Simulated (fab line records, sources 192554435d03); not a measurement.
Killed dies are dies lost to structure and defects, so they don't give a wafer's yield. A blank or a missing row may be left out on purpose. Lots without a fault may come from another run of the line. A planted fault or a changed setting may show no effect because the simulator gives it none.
fab line records | flow n5_finfet
record lots=4 wafers=12 last_day=15
route steps=1938 shown BEOL_M4@1099 BEOL_M5@1112 BEOL_M6@1215 PASSIVATION@1936
lots that met no fault: from a run of the same line without faults
start_h: hours from the record's first day to the start of the lot's first wafer shown | wait_h: hours since the lot's step before | " the same as in the row above | L1.1+2: a row that stands for several wafers | - no value, or no start given | * or withheld: withheld | < > ~ a bound
route shown NAME@n: a module of which the file shows steps, and the number in the route of the first | usual: mean/standard deviation of fault-free wafers | same: alike in all rows | chamber/n: place in a boat | sites: the reading at each site | _std_site: their standard deviation | _edge_site: outer sites' mean less inner sites' | radius_mm: how far each site lies from the wafer's centre | mask NAME#n: copy n | behind: the tool/chamber that last shaped the wafer | hold: why the lot was held/for how many hours/how that ended | device: the transistor (n, p or np) that didn't switch | end of line: the same wafers' tests at the end of the route | a step without rows: its recipe alone | killed: dies lost to structure and defects at the first sort, not the wafer's yield | map: a wafer's dies, x killed, . not, _ none there
set.NAME: the setting as run; set.NAME@STEP: as run at that earlier step | model.NAME: the simulator's own value behind a step, which no gauge read
lots at some steps of the route; a table a step, a row a wafer
services: from which hour (start_h, from the record's first day; less than 0 if before it) a tool's chamber was out of use, for how many hours, and why
## steps
# step N5_BEOL_M4_ANNEAL_95
# recipe temp_c=400 time_s=240 ambient=vacuum
# step N5_BEOL_M4_SPUTTER_96
# recipe material=Cu target_thk_a=45 temp_c=-20 chamber_pressure_pa=0.07 power_w=withheld time_s=8.29
# step N5_BEOL_M4_ECD_50
# recipe material=Cu target_thk_a=3000
# step N5_BEOL_M4_ANNEAL_51
# recipe temp_c=225 time_s=90 ambient=N2
# step N5_BEOL_M4_CMP_52
# recipe stop_on=SiOC t_overpolish_s=6.8 down_force_psi=1 platen_rpm=50 clearing_platen_down_force_psi=1.5 clearing_platen_rpm=50 post_cmp_clean=cu_alkaline target_thk_nm=40 clearing_platen_pad_velocity_m_s=0.99484 pad_velocity_m_s=0.99484
# step N5_BEOL_M4_PRE_CLEAN_60
# recipe gas=NH3/H2 time_s=15 temp_c=* rf_power_w=300
# step N5_BEOL_M4_CO_CAP_55
# recipe material=Co target_thk_a=20 temp_c=200 precursor=CCTBA/H2 pressure_torr=30 time_s=102.1
# step N5_BEOL_M4_PRE_CLEAN_56
# recipe gas=NH3 time_s=15 temp_c=withheld rf_power_w=300
# step N5_BEOL_M4_DEP_57
# recipe material=SiCN target_thk_a=80 temp_c=withheld precursor=3MS/NH3 pressure_torr=3 rf_w=202 time_s=14
# step N5_BEOL_M4_RC_MEAS_101
# usual DIBL_N=37.5/2 DIBL_P=37.5/2.5 IOFF_N=0.18/0.042 IOFF_P=0.24/0.046 ION_N=677/15 ION_P=464/9.5 SS_N=72.0/0.76 SS_P=73.6/0.79 VT_N=249/3.5 VT_P=-249/3.2
# columns lot.wafer tool chamber start_h wait_h DIBL_N[mV/V] DIBL_P[mV/V] IOFF_N[nA/um] IOFF_P[nA/um] ION_N[uA/um] ION_P[uA/um] SS_N[mV/dec] SS_P[mV/dec] VT_N[mV] VT_P[mV]
L675.2 prober-01 0 161.50 0.2 38.6 40.2 0.22 0.29 707 482 72.5 73.5 245 -245
L675.4 " 0 " " 41.2 42.7 0.25 0.34 681 467 73.0 74.3 247 -245
L675.6 " 0 " " 40.9 42.3 0.26 0.35 690 467 73.1 74.1 241 -244
L679.2 prober-02 0 182.70 0.2 38.2 35.4 0.17 0.23 671 462 72.1 73.1 252 -247
L679.3 " 0 " " 40.2 40.1 0.21 0.32 691 479 72.4 74.3 247 -244
L679.5 " 0 " " 36.9 33.5 0.15 0.21 660 461 72.1 72.7 254 -247
L681.2 prober-02 0 202.85 0.2 34.9 34.9 0.14 0.22 670 465 70.9 73.4 251 -245
L681.3 " 0 " " 36.9 35.5 0.16 0.22 676 469 71.6 73.9 249 -246
L681.4 " 0 " " 39.7 40.2 0.22 0.33 670 468 72.1 74.7 248 -245
L692.3 prober-01 0 267.09 0.3 38.3 39.4 0.21 0.27 678 468 71.9 74.3 247 -248
L692.4 " 0 " " 35.8 36.5 0.16 0.22 679 473 71.4 73.4 251 -251
L692.5 " 0 " " 32.1 31.8 0.11 0.16 666 470 70.4 72.3 254 -256
# step N5_BEOL_M5_ILD_DEP_00
# recipe material=SiCOH_lowk target_thk_a=1406.4 temp_c=300 precursor=DEMS/porogen pressure_torr=5 rf_w=500 time_s=25.9
# step N5_BEOL_M5_CURE_79
# recipe temp_c=385 time_s=240 ambient=He/Ar material=SiCOH_lowk
# step N5_BEOL_M5_PECVD_70
# recipe material=SiO2 target_thk_a=160 temp_c=400 precursor=TEOS/O2 pressure_torr=5.5 rf_w=450 teos_flow_sccm=53.8 gas=O2 flow_sccm=3000 time_s=18
# step N5_BEOL_M5_HM_DEP_02
# recipe material=TiN target_thk_a=200 temp_c=25 chamber_pressure_pa=0.49996
# step N5_BEOL_M5_COAT_59
# recipe resist=SOC temp_c=250 time_s=60 spin_rpm=1500 resist_thk_nm=60
# step N5_BEOL_M5_COAT_60
# recipe resist=SiARC temp_c=220 time_s=60 spin_rpm=1500 resist_thk_nm=12
# step N5_BEOL_M5_COAT_71
# recipe resist=underlayer temp_c=205 time_s=60 spin_rpm=1500 resist_thk_nm=5
# step N5_BEOL_M5_COAT_05
# recipe resist=CAR-EUV spin_rpm=1500 resist_thk_nm=30
# step N5_BEOL_M5_EBR_07
# recipe solvent=PGMEA ebr_width_mm=1.5
# step N5_BEOL_M5_SOFTBAKE_06
# recipe temp_c=110 time_s=60 resist=CAR-EUV
# step N5_BEOL_M5_EXPOSE_08
# recipe mask_id=M5 na=0.33 source_shape=annular sigma_inner=0.4 sigma_outer=0.8 polarization=unpolarized target_cd_nm=28 dose_mj=35.75
# step N5_BEOL_M5_PEB_09
# recipe peb_temp_c=100 peb_time_s=60 resist=CAR-EUV
# step N5_BEOL_M5_DEVELOP_10
# recipe develop_time_s=30 developer=TMAH resist=CAR-EUV rinse_liquid=surfactant_rinse dry=air_spin dev_temp_c=23
# step N5_BEOL_M5_DESCUM_16
# recipe chemistry=O2 time_s=7 source_power_w=50 bias_power_w=20 pressure_mtorr=20 rf_frequency_hz=2.712e+07 temp_c=40 resist=CAR-EUV o2_flow_sccm=225
# step N5_BEOL_M5_ETCH_72
# recipe chemistry=N2/H2 target=underlayer target_depth_a=65 mask_material=CAR-EUV time_s=5.2 ion_energy_ev=200 pressure_mtorr=30 source_w=840 bias_w=150 n2_flow_sccm=200 h2_flow_sccm=200 ends=cleared
# step N5_BEOL_M5_ETCH_61
# recipe chemistry=CF4 target=SiARC target_depth_a=156 mask_material=CAR-EUV time_s=26 ion_energy_ev=80 pressure_mtorr=40 source_w=545 bias_w=36 Ar_flow_sccm=100 cf4_flow_sccm=100 ends=cleared
# step N5_BEOL_M5_ETCH_62
# recipe chemistry=N2/H2 target=SOC target_depth_a=750 overetch_a=150 mask_material=SiARC temp_c=40 time_s=112.5 ion_energy_ev=200 pressure_mtorr=30 source_w=840 bias_w=150 n2_flow_sccm=200 h2_flow_sccm=200
# step N5_BEOL_M5_STRIP_63
# recipe chemistry=N2/H2 temp_c=40 n2_flow_sccm=200 h2_flow_sccm=200 rf_frequency_hz=6e+07
# step N5_BEOL_M5_STRIP_73
# recipe chemistry=N2/H2 temp_c=40 n2_flow_sccm=200 h2_flow_sccm=200 rf_frequency_hz=6e+07
# step N5_BEOL_M5_STRIP_64
# recipe chemistry=CF4 resist=SiARC power_w=300 bias_power_w=75 pressure_mtorr=50 cf4_flow_sccm=150 rf_frequency_hz=6e+07
# step N5_BEOL_M5_HM_OPEN_17
# recipe chemistry=Cl2/BCl3 target_depth_a=200 overetch_a=60 target=TiN mask_material=SOC ion_energy_ev=150 pressure_mtorr=10 icp_w=1000 bias_w=126 Cl2_flow_sccm=53.25 bcl3_flow_sccm=21.75 Ar_flow_sccm=25
# step N5_BEOL_M5_STRIP_19
# recipe chemistry=O2 power_w=400 temp_c=40 pressure_mtorr=30 rf_frequency_hz=6e+07 bias_power_w=0 overash_fraction=0.2 o2_flow_sccm=225
# step N5_BEOL_M5_COAT_65
# recipe resist=SOC temp_c=250 time_s=60 spin_rpm=1500 resist_thk_nm=60
# step N5_BEOL_M5_COAT_66
# recipe resist=SiARC temp_c=220 time_s=60 spin_rpm=1500 resist_thk_nm=12
# step N5_BEOL_M6_HM_OPEN_17
# recipe chemistry=Cl2/BCl3 target_depth_a=200 overetch_a=60 target=TiN mask_material=SOC ion_energy_ev=150 pressure_mtorr=10 icp_w=1000 bias_w=126 Cl2_flow_sccm=53.25 bcl3_flow_sccm=21.75 Ar_flow_sccm=25
# usual drypump_motor_current_A=5.7/0.57 oes_ar_750_au=0.78/0.085 oes_product_au=0.67/0.072 rf_fwd_power_W=991/4.3 throttle_valve_pct=21.99/0.25
# columns lot.wafer tool chamber start_h wait_h drypump_motor_current_A oes_ar_750_au oes_product_au rf_fwd_power_W rf_hours_counter_h throttle_valve_pct model.etch.depth_nm model.SOC_of_BEOL_M6_COAT_59.thk_nm
L675.2 rie_metal-01 0 178.50 0.0 5.2 0.80 0.69 989 39 22.29 20.73 91.6
L675.4 " 1 " " 6.2 0.77 0.63 991 - 21.78 19.53 91.8
L675.6 " 1 " " 6.2 0.76 0.64 986 - 21.73 20.69 91.6
L679.2 rie_metal-01 1 198.14 0.0 6.2 0.77 0.53 989 50 21.96 14.01 95.6
L679.3 " 0 " " 5.2 0.79 0.57 988 - 22.52 14.4 95.4
L679.5 " 0 " " 5.2 0.79 0.57 984 - 22.51 14.47 95.4
L681.2 rie_metal-01 1 216.20 0.0 6.2 0.75 0.52 984 52 21.97 14.19 95.4
L681.3 " 0 " " 5.2 0.78 0.57 986 - 22.50 14.55 95.2
L681.4 " 1 " " 6.2 0.75 0.53 988 - 21.94 14.18 95.6
L692.3 rie_metal-01 1 283.45 0.1 6.2 0.73 0.60 996 - 21.77 19.63 92
L692.4 " 0 " " 5.2 0.77 0.65 989 - 22.36 19.69 91.6
L692.5 " 1 " " 6.2 0.73 0.60 988 - 21.79 19.71 92
# step N5_BEOL_M6_VIA_ETCH_34
# recipe chemistry=C4F6/O2 target=SiCOH_lowk target_depth_a=1263 mask_material=SOC taper_deg=4 time_s=50.9 ion_energy_ev=250 pressure_mtorr=30 source_w=345 bias_w=185 Ar_flow_sccm=300 C4F6_flow_sccm=10 O2_flow_sccm=10
# usual drypump_motor_current_A=5.6/0.46 oes_ar_750_au=0.84/0.091 oes_product_au=0.84/0.095 rf_fwd_power_W=341.1/1.5 rf_vpp_V=661/28 showerhead_plenum_p_Torr=2.89/0.071 throttle_valve_pct=20.80/0.21
# columns lot.wafer tool chamber start_h wait_h drypump_motor_current_A oes_ar_750_au oes_product_au rf_fwd_power_W rf_hours_counter_h rf_vpp_V showerhead_plenum_p_Torr throttle_valve_pct
L675.2 rie_diel-04 0 182.35 0.0 5.9 0.94 0.95 340.0 14 643 2.79 20.61
L675.4 " 2 " " 4.8 0.67 0.68 341.7 241 686 2.91 21.25
L675.6 " 0 " " 5.9 0.94 0.95 342.7 - 643 2.79 20.60
L679.2 rie_diel-05 2 199.12 0.0 6.3 0.83 0.30 341.9 106 615 3.01 20.81
L679.3 " 1 " " 5.2 1.02 0.37 341.9 1 684 2.92 20.57
L679.5 " 3 " " 5.6 0.92 0.34 340.3 - 622 2.99 20.40
L681.2 rie_diel-05 0 217.69 0.0 6.1 0.74 0.28 341.3 209 682 2.92 20.49
L681.3 " 2 " " 6.3 0.83 0.30 340.8 112 615 3.01 20.81
L681.4 " 1 " " 5.2 0.97 0.37 339.8 7 682 2.92 20.55
L692.3 rie_diel-05 2 286.21 0.0 6.3 0.81 0.77 340.5 134 615 2.99 21.01
L692.4 " 0 " " 6.1 0.73 0.71 340.5 229 681 2.91 20.69
L692.5 " 1 " " 5.2 0.91 0.93 342.4 - 683 2.91 20.76
# step N5_BEOL_M6_OCD_MEAS_38
# usual trench_depth_nm=94.7/2.2
# columns lot.wafer tool chamber start_h wait_h trench_depth_nm
L675.2 ocd-02 - 182.59 - 96.8
L675.4 " - " " 92.1
L675.6 " - " " 97.0
L679.2 ocd-02 - 199.37 - -
L679.3 " - " " -
L679.5 " - " " -
L681.2 ocd-01 - 217.94 - -
L681.3 " - " " -
L681.4 " - " " 0.5
L692.3 ocd-02 - 286.46 - 93.1
L692.4 " - " " 92.6
L692.5 " - " " 95.8
# step N5_BEOL_M6_CD_MEAS_35
# recipe target_cd_nm=40 target_cd_y_nm=28 polarity=opening
# usual cd_nm=39.7/0.79
# columns lot.wafer tool chamber start_h wait_h cd_nm
L675.2 cd_sem-01 - 182.76 0.0 39.2
L675.4 " - " " 39.3
L675.6 " - " " 39.8
L679.2 cd_sem-01 - 199.52 0.0 -
L679.3 " - " " -
L679.5 " - " " -
L681.2 cd_sem-01 - 218.10 0.0 -
L681.3 " - " " -
L681.4 " - " " -
L692.3 cd_sem-01 - 286.63 0.0 40.0
L692.4 " - " " 39.7
L692.5 " - " " 40.2
# step N5_PASSIVATION_PROBE_49
# usual defect_limited_yield=91.8/1.5 killed_at_M0_to_M3=33/11 killed_at_M4_up=13/5 killed_at_contacts=11/5.6 killed_at_front_end=36/12 killed_at_other=3.4/2.5 killed_dies=97/18 killed_on_rim=12/4.2 killed_open=64/13 killed_short=31/6.9 sort_bin_4_leakage=0.01/0.048 sort_bin_5_function=4.8/1 sort_bin_6_memory=3.1/0.64 sort_n_pass=1083/18 sort_yield_pct=91.8/1.5
# same gross_dies=1180 killed_at_back_side=0 sort_bin_8_speed[%]=0
# columns lot.wafer tool chamber start_h wait_h defect_limited_yield[%] killed_at_M0_to_M3 killed_at_M4_up killed_at_contacts killed_at_front_end killed_at_other killed_dies killed_on_rim killed_open killed_short sort_bin_4_leakage[%] sort_bin_5_function[%] sort_bin_6_memory[%] sort_n_pass sort_yield_pct[%]
L675.2 prober-02 - 266.97 0.1 93.4 31 15 16 14 2 78 14 59 18 0 4.2 2.4 1102 93.4
L675.4 prober-02 - 267.07 0.2 93.1 26 12 15 28 1 82 8 57 24 0 3.6 3.2 1098 93.1
L675.6 prober-02 - 267.17 0.3 93.6 28 15 7 25 0 75 5 50 24 0.08 4.1 2.3 1104 93.6
L679.2 prober-01 - 289.94 0.1 0 18 1088 10 60 4 1180 152 63 35 0 96.8 2.7 0 0
L679.3 prober-01 - 289.99 0.1 0 45 1078 9 45 3 1180 152 78 37 0 95.8 3.8 0 0
L679.5 prober-01 - 290.09 0.2 0 24 1105 4 44 3 1180 152 50 29 0 97.2 2.5 0 0
L681.2 prober-02 - 300.60 0.1 0 20 1106 13 39 2 1180 152 55 26 0 97.2 2.4 0 0
L681.3 prober-02 - 300.65 0.1 0 18 1120 12 26 4 1180 152 48 18 0 97.5 2.2 0 0
L681.4 prober-02 - 300.70 0.2 0 18 1114 9 34 5 1180 152 47 28 0 96.9 3.1 0 0
L692.3 prober-02 - 370.18 0.1 89.7 49 17 10 42 3 121 12 83 36 0 6.6 3.3 1059 89.7
L692.4 prober-02 - 370.23 0.2 92.3 31 15 15 30 0 91 14 61 30 0 4.2 3.3 1089 92.3
L692.5 prober-02 - 370.28 0.2 90.6 39 19 21 26 6 111 15 65 42 0 5.6 3.1 1069 90.6
# killed by level:class
L675.2 BEOL_M3:geometric_particle:open=12 MOL_CONTACT_COAG:geometric_particle:open=11 BEOL_M4:geometric_particle:open=6 BEOL_M1:geometric_particle:open=6 MOL_CONTACT_COAG:geometric_particle:short=5 BEOL_M0_SAQP:geometric_particle:open=5 FIN_SAQP:geometric_particle:open=4 BEOL_M2:geometric_particle:open=4
L675.4 MOL_CONTACT_COAG:geometric_particle:open=13 BEOL_M3:geometric_particle:open=6 FIN_SAQP:geometric_particle:open=5 FIN_SAQP:geometric_particle:short=5 STI_FIN_REVEAL:geometric_particle:open=4 BEOL_M0_SAQP:geometric_particle:short=4 BEOL_M0:geometric_particle:open=4 GATE_CUT:geometric_particle:open=3
L675.6 BEOL_M3:geometric_particle:open=9 MOL_CONTACT_COAG:geometric_particle:open=6 BEOL_M1:geometric_particle:open=6 FIN_SAQP:geometric_particle:open=5 BEOL_M4:geometric_particle:open=5 FIN_SAQP:geometric_particle:short=4 BEOL_M0:geometric_particle:open=4 GATE_CUT:geometric_particle:short=3
L679.2 BEOL_M6:area_open=1082 GATE_CUT:geometric_particle:short=12 STI_FIN_REVEAL:geometric_particle:open=10 FIN_SAQP:geometric_particle:open=9 MOL_CONTACT_COAG:geometric_particle:open=8 DUMMY_GATE:geometric_particle:open=6 DUMMY_GATE:geometric_particle:short=5 BEOL_M2:geometric_particle:open=5
L679.3 BEOL_M6:area_open=1064 STI_FIN_REVEAL:geometric_particle:open=12 BEOL_M1:geometric_particle:open=10 BEOL_M2:geometric_particle:open=9 BEOL_M3:geometric_particle:open=9 FIN_SAQP:geometric_particle:open=7 FIN_SAQP:geometric_particle:short=7 BEOL_M0_SAQP:geometric_particle:open=6
L679.5 BEOL_M6:area_open=1101 GATE_CUT:geometric_particle:short=10 FIN_SAQP:geometric_particle:open=9 BEOL_M0_SAQP:geometric_particle:open=7 STI_FIN_REVEAL:geometric_particle:open=6 FIN_SAQP:geometric_particle:short=5 BEOL_M3:geometric_particle:open=5 BEOL_M2:geometric_particle:open=4
L681.2 BEOL_M6:area_open=1099 STI_FIN_REVEAL:geometric_particle:open=11 MOL_CONTACT_COAG:geometric_particle:open=10 FIN_SAQP:geometric_particle:open=8 BEOL_M3:geometric_particle:open=7 FIN_SAQP:geometric_particle:short=5 GATE_CUT:geometric_particle:short=5 BEOL_M0_SAQP:geometric_particle:open=4
L681.3 BEOL_M6:area_open=1113 MOL_CONTACT_COAG:geometric_particle:open=12 BEOL_M0_SAQP:geometric_particle:open=9 FIN_SAQP:geometric_particle:short=5 STI_FIN_REVEAL:geometric_particle:open=5 DUMMY_GATE:geometric_particle:open=3 BEOL_M2:geometric_particle:open=3 FIN_SAQP:geometric_particle:open=2
L681.4 BEOL_M6:area_open=1104 MOL_CONTACT_COAG:geometric_particle:open=8 FIN_SAQP:geometric_particle:open=6 STI_FIN_REVEAL:geometric_particle:open=5 DUMMY_GATE:geometric_particle:open=5 BEOL_M0_SAQP:geometric_particle:short=5 BEOL_M3:geometric_particle:open=4 FIN_SAQP:geometric_particle:short=3
L692.3 BEOL_M3:geometric_particle:open=12 BEOL_M2:geometric_particle:open=10 MOL_CONTACT_COAG:geometric_particle:open=10 FIN_SAQP:geometric_particle:open=7 STI_FIN_REVEAL:geometric_particle:open=7 GATE_CUT:geometric_particle:short=7 BEOL_M1:geometric_particle:open=7 BEOL_M0_SAQP:geometric_particle:open=6
L692.4 MOL_CONTACT_COAG:geometric_particle:open=10 FIN_SAQP:geometric_particle:open=6 BEOL_M0_SAQP:geometric_particle:open=6 BEOL_M0_SAQP:geometric_particle:short=6 GATE_CUT:geometric_particle:short=5 MOL_CONTACT_COAG:geometric_particle:short=5 BEOL_M3:geometric_particle:open=5 BEOL_M0:geometric_particle:open=5
L692.5 MOL_CONTACT_COAG:geometric_particle:open=15 BEOL_M0_SAQP:geometric_particle:short=9 BEOL_M0_SAQP:geometric_particle:open=7 FIN_SAQP:geometric_particle:short=6 STI_FIN_REVEAL:geometric_particle:open=6 BEOL_M2:geometric_particle:open=6 BEOL_M1:geometric_particle:open=5 MOL_CONTACT_COAG:geometric_particle:short=5
# map L679.2 (x killed, . not)
_________________xxxxxxxxxxxx________________
______________xxxxxxxxxxxxxxxxxx_____________
___________xxxxxxxxxxxxxxxxxxxxxxxx__________
__________xxxxxxxxxxxxxxxxxxxxxxxxxx_________
________xxxxxxxxxxxxxxxxxxxxxxxxxxxxxx_______
_______xxxxxxxxxxxxxxxxxxxxxxxxxxxxxxxx______
______xxxxxxxxxxxxxxxxxxxxxxxxxxxxxxxxxx_____
_____xxxxxxxxxxxxxxxxxxxxxxxxxxxxxxxxxxxx____
____xxxxxxxxxxxxxxxxxxxxxxxxxxxxxxxxxxxxxx___
___xxxxxxxxxxxxxxxxxxxxxxxxxxxxxxxxxxxxxxxx__
___xxxxxxxxxxxxxxxxxxxxxxxxxxxxxxxxxxxxxxxx__
__xxxxxxxxxxxxxxxxxxxxxxxxxxxxxxxxxxxxxxxxxx_
__xxxxxxxxxxxxxxxxxxxxxxxxxxxxxxxxxxxxxxxxxx_
_xxxxxxxxxxxxxxxxxxxxxxxxxxxxxxxxxxxxxxxxxxxx
_xxxxxxxxxxxxxxxxxxxxxxxxxxxxxxxxxxxxxxxxxxxx
_xxxxxxxxxxxxxxxxxxxxxxxxxxxxxxxxxxxxxxxxxxxx
_xxxxxxxxxxxxxxxxxxxxxxxxxxxxxxxxxxxxxxxxxxxx
_xxxxxxxxxxxxxxxxxxxxxxxxxxxxxxxxxxxxxxxxxxxx
_xxxxxxxxxxxxxxxxxxxxxxxxxxxxxxxxxxxxxxxxxxxx
_xxxxxxxxxxxxxxxxxxxxxxxxxxxxxxxxxxxxxxxxxxxx
_xxxxxxxxxxxxxxxxxxxxxxxxxxxxxxxxxxxxxxxxxxxx
__xxxxxxxxxxxxxxxxxxxxxxxxxxxxxxxxxxxxxxxxxx_
__xxxxxxxxxxxxxxxxxxxxxxxxxxxxxxxxxxxxxxxxxx_
___xxxxxxxxxxxxxxxxxxxxxxxxxxxxxxxxxxxxxxxx__
___xxxxxxxxxxxxxxxxxxxxxxxxxxxxxxxxxxxxxxxx__
____xxxxxxxxxxxxxxxxxxxxxxxxxxxxxxxxxxxxxx___
_____xxxxxxxxxxxxxxxxxxxxxxxxxxxxxxxxxxxx____
______xxxxxxxxxxxxxxxxxxxxxxxxxxxxxxxxxx_____
_______xxxxxxxxxxxxxxxxxxxxxxxxxxxxxxxx______
________xxxxxxxxxxxxxxxxxxxxxxxxxxxxxx_______
__________xxxxxxxxxxxxxxxxxxxxxxxxxx_________
___________xxxxxxxxxxxxxxxxxxxxxxxx__________
______________xxxxxxxxxxxxxxxxxx_____________
_________________xxxxxxxxxxxx________________
# map L681.2 (x killed, . not)
_________________xxxxxxxxxxxx________________
______________xxxxxxxxxxxxxxxxxx_____________
___________xxxxxxxxxxxxxxxxxxxxxxxx__________
__________xxxxxxxxxxxxxxxxxxxxxxxxxx_________
________xxxxxxxxxxxxxxxxxxxxxxxxxxxxxx_______
_______xxxxxxxxxxxxxxxxxxxxxxxxxxxxxxxx______
______xxxxxxxxxxxxxxxxxxxxxxxxxxxxxxxxxx_____
_____xxxxxxxxxxxxxxxxxxxxxxxxxxxxxxxxxxxx____
____xxxxxxxxxxxxxxxxxxxxxxxxxxxxxxxxxxxxxx___
___xxxxxxxxxxxxxxxxxxxxxxxxxxxxxxxxxxxxxxxx__
___xxxxxxxxxxxxxxxxxxxxxxxxxxxxxxxxxxxxxxxx__
__xxxxxxxxxxxxxxxxxxxxxxxxxxxxxxxxxxxxxxxxxx_
__xxxxxxxxxxxxxxxxxxxxxxxxxxxxxxxxxxxxxxxxxx_
_xxxxxxxxxxxxxxxxxxxxxxxxxxxxxxxxxxxxxxxxxxxx
_xxxxxxxxxxxxxxxxxxxxxxxxxxxxxxxxxxxxxxxxxxxx
_xxxxxxxxxxxxxxxxxxxxxxxxxxxxxxxxxxxxxxxxxxxx
_xxxxxxxxxxxxxxxxxxxxxxxxxxxxxxxxxxxxxxxxxxxx
_xxxxxxxxxxxxxxxxxxxxxxxxxxxxxxxxxxxxxxxxxxxx
_xxxxxxxxxxxxxxxxxxxxxxxxxxxxxxxxxxxxxxxxxxxx
_xxxxxxxxxxxxxxxxxxxxxxxxxxxxxxxxxxxxxxxxxxxx
_xxxxxxxxxxxxxxxxxxxxxxxxxxxxxxxxxxxxxxxxxxxx
__xxxxxxxxxxxxxxxxxxxxxxxxxxxxxxxxxxxxxxxxxx_
__xxxxxxxxxxxxxxxxxxxxxxxxxxxxxxxxxxxxxxxxxx_
___xxxxxxxxxxxxxxxxxxxxxxxxxxxxxxxxxxxxxxxx__
___xxxxxxxxxxxxxxxxxxxxxxxxxxxxxxxxxxxxxxxx__
____xxxxxxxxxxxxxxxxxxxxxxxxxxxxxxxxxxxxxx___
_____xxxxxxxxxxxxxxxxxxxxxxxxxxxxxxxxxxxx____
______xxxxxxxxxxxxxxxxxxxxxxxxxxxxxxxxxx_____
_______xxxxxxxxxxxxxxxxxxxxxxxxxxxxxxxx______
________xxxxxxxxxxxxxxxxxxxxxxxxxxxxxx_______
__________xxxxxxxxxxxxxxxxxxxxxxxxxx_________
___________xxxxxxxxxxxxxxxxxxxxxxxx__________
______________xxxxxxxxxxxxxxxxxx_____________
_________________xxxxxxxxxxxx________________
## services
# columns tool chamber start_h hours kind
rie_diel-05 1 178.48 - clean
rie_diel-05 1 178.48 - consumable_replace:focus_ring
rie_diel-05 1 178.48 18.8 scheduled_down
rie_diel-05 1 178.48 18.8 vent_cycle
rie_diel-04 2 217.90 5.7 repair
rie_diel-04 2 223.62 - clean
rie_diel-04 2 223.62 - consumable_replace:focus_ring
rie_diel-04 2 223.62 14.5 scheduled_down
rie_diel-04 2 223.62 14.5 vent_cycle
rie_diel-05 0 230.90 5.1 repair
rie_diel-04 1 238.23 - clean
rie_diel-04 1 238.23 - consumable_replace:focus_ring
rie_diel-04 1 238.23 16.5 scheduled_down
rie_diel-04 1 238.23 16.5 vent_cycle
rie_metal-01 0 255.82 10.7 repair
## key
first_sign step=N5_BEOL_M6_HM_OPEN_17 reading=oes_product_au direction=down sigmas=1.7 usual=0.67 struck=0.55
effect step=N5_BEOL_M6_VIA_ETCH_34 reading=oes_product_au direction=down sigmas=5.4 usual=0.84 struck=0.33
effect step=N5_BEOL_M6_OCD_MEAS_38 reading=trench_depth_nm direction=missing
effect step=N5_BEOL_M6_CD_MEAS_35 reading=cd_nm direction=missing
effect step=N5_PASSIVATION_PROBE_49 reading=killed_at_M4_up direction=up sigmas=99+ usual=13 struck=1102
model_effect step=N5_BEOL_M6_HM_OPEN_17 value=etch.depth_nm without=19.87 struck=14.3
more_kills_born_at N5_BEOL_M6_HM_OPEN_17@rie_metal-01=6563
met_at N5_BEOL_M6_HM_OPEN_17
struck_wafers L679.2,L679.3,L679.5,L681.2,L681.3,L681.4
later_rows_left_out L679.2,L679.3,L679.5,L681.2,L681.3,L681.4
onset_between 178.50 198.14
fault kind=process_parameter_drift tool=rie_metal-01 chamber=- onset_h=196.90 steps=N5_BEOL_M6_HM_OPEN_17 channel=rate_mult offset=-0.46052 shape=step end_h=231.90
# later_rows_left_out: the simulator's readings of these wafers behind a module that went badly wrong aren't trusted and aren't shown, but for the sort
